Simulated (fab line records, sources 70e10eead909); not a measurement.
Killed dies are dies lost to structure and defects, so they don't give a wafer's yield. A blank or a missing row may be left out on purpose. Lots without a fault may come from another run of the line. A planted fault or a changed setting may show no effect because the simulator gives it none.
Which tool did it? | flow nand_harc | 24 lots, 72 wafers sampled, at 2 steps of a route of 1302

WHAT THE GAUGES READ, wafer by wafer
NHARC_A_ONON_D1_THK_MEAS_21: measures by ellipsometry.
lot  | measured     | on            | thk_nm (nm)
L075 | day 8 06:52  | film_metro-01 | 1001 1001 1002
L074 | day 8 06:52  | film_metro-02 | 1007 1008 1007
L076 | day 8 23:46  | film_metro-02 | 1008 1006 1009
L077 | day 9 08:17  | film_metro-02 | 989 990 989
L078 | day 9 17:56  | film_metro-01 | 1004 1001 1003
L079 | day 10 07:01 | film_metro-01 | 1002 1003 1004
L080 | day 10 07:01 | film_metro-02 | 1003 1001 1003
L081 | day 10 22:22 | film_metro-01 | 1004 1003 1000
L082 | day 11 13:31 | film_metro-01 | 996 997 996
L083 | day 11 17:07 | film_metro-01 | 993 991 991
L084 | day 12 08:58 | film_metro-01 | 1008 1007 1010
L085 | day 12 20:52 | film_metro-01 | 999 998 999
L087 | day 13 11:43 | film_metro-01 | 997 997 997
L086 | day 13 11:43 | film_metro-02 | 1005 1006 1005
L088 | day 14 05:51 | film_metro-02 | 1002 1002 1001
L089 | day 14 05:50 | film_metro-02 | 998 997 999
L090 | day 14 20:18 | film_metro-02 | 996 995 994
L091 | day 15 06:33 | film_metro-01 | 1004 1005 1006
L092 | day 15 13:04 | film_metro-02 | 976 976 976
L093 | day 15 21:31 | film_metro-01 | 998 999 997
L094 | day 16 13:09 | film_metro-01 | 984 984 986
L095 | day 16 18:02 | film_metro-01 | 1005 1006 1004
L096 | day 17 13:46 | film_metro-02 | 993 995 995
L097 | day 17 13:47 | film_metro-01 | 1012 1012 1013

WHICH TOOL RAN EACH LOT (tool, then ch and the chambers of the sampled wafers, then the start)
lot  | NHARC_P_BONDPAD_ANNEAL_28
L075 | rtp_anneal-01 ch 0, day 6 20:02
L074 | rtp_anneal-02 ch 0, day 6 20:57
L076 | rtp_anneal-02 ch 0, day 7 13:00
L077 | rtp_anneal-01 ch 0, day 7 20:28
L078 | rtp_anneal-02 ch 0, day 8 04:25
L079 | rtp_anneal-01 ch 0, day 8 17:55
L080 | rtp_anneal-01 ch 0, day 8 22:36
L081 | rtp_anneal-02 ch 0, day 9 10:56
L082 | rtp_anneal-01 ch 0, day 10 00:37
L083 | rtp_anneal-02 ch 0, day 10 06:49
L084 | rtp_anneal-02 ch 0, day 10 20:55
L085 | rtp_anneal-02 ch 0, day 11 05:22
L087 | rtp_anneal-02 ch 0, day 12 00:53
L086 | rtp_anneal-02 ch 0, day 12 02:05
L088 | rtp_anneal-01 ch 0, day 12 15:23
L089 | rtp_anneal-02 ch 0, day 12 16:26
L090 | rtp_anneal-02 ch 0, day 13 07:14
L091 | rtp_anneal-01 ch 0, day 13 17:31
L092 | rtp_anneal-01 ch 0, day 14 00:40
L093 | rtp_anneal-01 ch 0, day 14 10:26
L094 | rtp_anneal-01 ch 0, day 15 01:57
L095 | rtp_anneal-01 ch 0, day 15 05:49
L096 | rtp_anneal-02 ch 0, day 15 20:36
L097 | rtp_anneal-02 ch 0, day 16 03:48
- NHARC_P_BONDPAD_ANNEAL_28: time 90 s.

WHAT THE TOOLS THEMSELVES READ (means of the sampled wafers that have a number; where no wafer has one, the mark that the record gives instead)
NHARC_P_BONDPAD_ANNEAL_28.
lot  | tool          | wafer_temp_C_max
L075 | rtp_anneal-01 | 226.6
L074 | rtp_anneal-02 | 226.0
L076 | rtp_anneal-02 | 226.1
L077 | rtp_anneal-01 | 227.3
L078 | rtp_anneal-02 | 225.9
L079 | rtp_anneal-01 | 226.9
L080 | rtp_anneal-01 | 227.2
L081 | rtp_anneal-02 | 226.2
L082 | rtp_anneal-01 | 226.8
L083 | rtp_anneal-02 | 226.4
L084 | rtp_anneal-02 | 226.0
L085 | rtp_anneal-02 | 225.9
L087 | rtp_anneal-02 | 226.3
L086 | rtp_anneal-02 | 226.1
L088 | rtp_anneal-01 | 227.0
L089 | rtp_anneal-02 | 226.0
L090 | rtp_anneal-02 | 226.0
L091 | rtp_anneal-01 | 227.1
L092 | rtp_anneal-01 | 227.1
L093 | rtp_anneal-01 | 226.7
L094 | rtp_anneal-01 | 226.8
L095 | rtp_anneal-01 | 226.8
L096 | rtp_anneal-02 | 226.0
L097 | rtp_anneal-02 | 226.2

THE ANSWER, worked out from the rows above alone
Rule: what is usual is taken from the lots themselves. Put in order of their means at a reading, lots are off if they are a third of the lots or fewer, leave a main group of 4 or more, and stand apart from it by a gap of 3 or more times the standard deviation of the main group's means; of several such gaps the widest counts. A main group whose means are all the same, to the digits that the tables above print for the reading, isn't used. A lot without any number at a reading at which 4 lots or more have one is off too. The other lots that the step has rows for count as sound. The gauges are gone through in route order, then the tools' own readings, and for those a lot's mean is taken as printed above. The first step at which some lot is off is used, and at that step the reading that is off furthest; a lot without a number counts as furthest.
No lot is off at any reading shown: from this, nothing can be told.

WHAT THE SIMULATOR HAD PUT IN
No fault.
